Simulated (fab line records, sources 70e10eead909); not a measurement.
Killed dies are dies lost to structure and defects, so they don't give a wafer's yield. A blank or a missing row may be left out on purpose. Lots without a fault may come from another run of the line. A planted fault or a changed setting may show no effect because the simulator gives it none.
Chamber matching | flow nand_harc | NHARC_P_M2_DEP_33 on pecvd-02: 3 sister chambers
The step deposits SiCN, target thk 30 nm. 18 wafers are shown with their chamber, then 9 later ones without.

WAFERS WITH THEIR CHAMBER
wafer  | chamber | heater_power_w (W) | heater_power_outer_w (W) | rf_fwd_power_W (W)
L074.2 | 0       | 761                | 384                      | 449.9
L074.3 | 2       | 576                | 337                      | 449.9
L074.5 | 0       | 754                | 390                      | 448.2
L076.3 | 0       | 726                | 365                      | 447.9
L076.5 | 0       | 735                | 369                      | 449.8
L076.6 | 2       | 535                | 323                      | 448.6
L081.2 | 2       | 506                | 292                      | 451.6
L081.4 | 2       | 525                | 296                      | 449.4
L081.6 | 0       | 787                | 407                      | 450.6
L082.2 | 2       | 501                | 292                      | 447.9
L082.4 | 0       | 718                | 370                      | 449.9
L082.5 | 2       | 506                | 296                      | 447.6
L085.2 | 2       | 590                | 354                      | 448.3
L085.3 | 0       | 723                | 369                      | 446.3
L085.5 | 0       | 709                | 370                      | 448.4
L087.3 | 1       | 713                | 403                      | 450.1
L087.4 | 0       | 716                | 380                      | 450.3
L087.6 | 2       | 531                | 305                      | 449.5

SIGNATURES (means of the wafers above)
reading              | chamber 0 | chamber 1 | chamber 2 | scatter within a chamber
heater_power_w       | 736.56    | 713.00    | 533.75    | 29.3
heater_power_outer_w | 378.22    | 403.00    | 311.88    | 18.9
rf_fwd_power_W       | 449.033   | 450.100   | 449.100   | 1.36
Rule: a wafer's distance from a chamber is the root of the sum, over the readings, of the square of ((its reading less the chamber's mean) divided by the reading's scatter). The wafer belongs to the nearest chamber; if the next one is less than 2 further off, it can't be placed. The scatter: the root of (the sum of the squares of (reading less its chamber's mean) over the shown wafers, divided by (wafers less chambers)).

WAFERS WITHOUT THEIR CHAMBER
wafer  | heater_power_w (W) | heater_power_outer_w (W) | rf_fwd_power_W (W)
L089.2 | 727                | 367                      | 447.7
L089.3 | 606                | 342                      | 448.2
L089.4 | 710                | 361                      | 449.9
L090.4 | 731                | 381                      | 449.6
L090.5 | 582                | 347                      | 449.3
L090.6 | 677                | 394                      | 448.3
L092.3 | 647                | 374                      | 448.2
L092.4 | 579                | 338                      | 449.5
L092.5 | 672                | 378                      | 450.1

WHICH CHAMBER EACH WENT THROUGH
wafer  | from the rows above     | in truth
L089.2 | can't be placed: 0 or 1 | 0
L089.3 | can't be placed: 2 or 0 | 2
L089.4 | can't be placed: 0 or 1 | 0
L090.4 | can't be placed: 0 or 1 | 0
L090.5 | 2                       | 2
L090.6 | can't be placed: 1 or 0 | 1
L092.3 | can't be placed: 1 or 0 | 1
L092.4 | 2                       | 2
L092.5 | can't be placed: 1 or 0 | 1
Placed correctly: 2 of 9. Can't be placed from these rows: 7 (the true chamber is among the candidates in 7). Placed wrongly: 0.
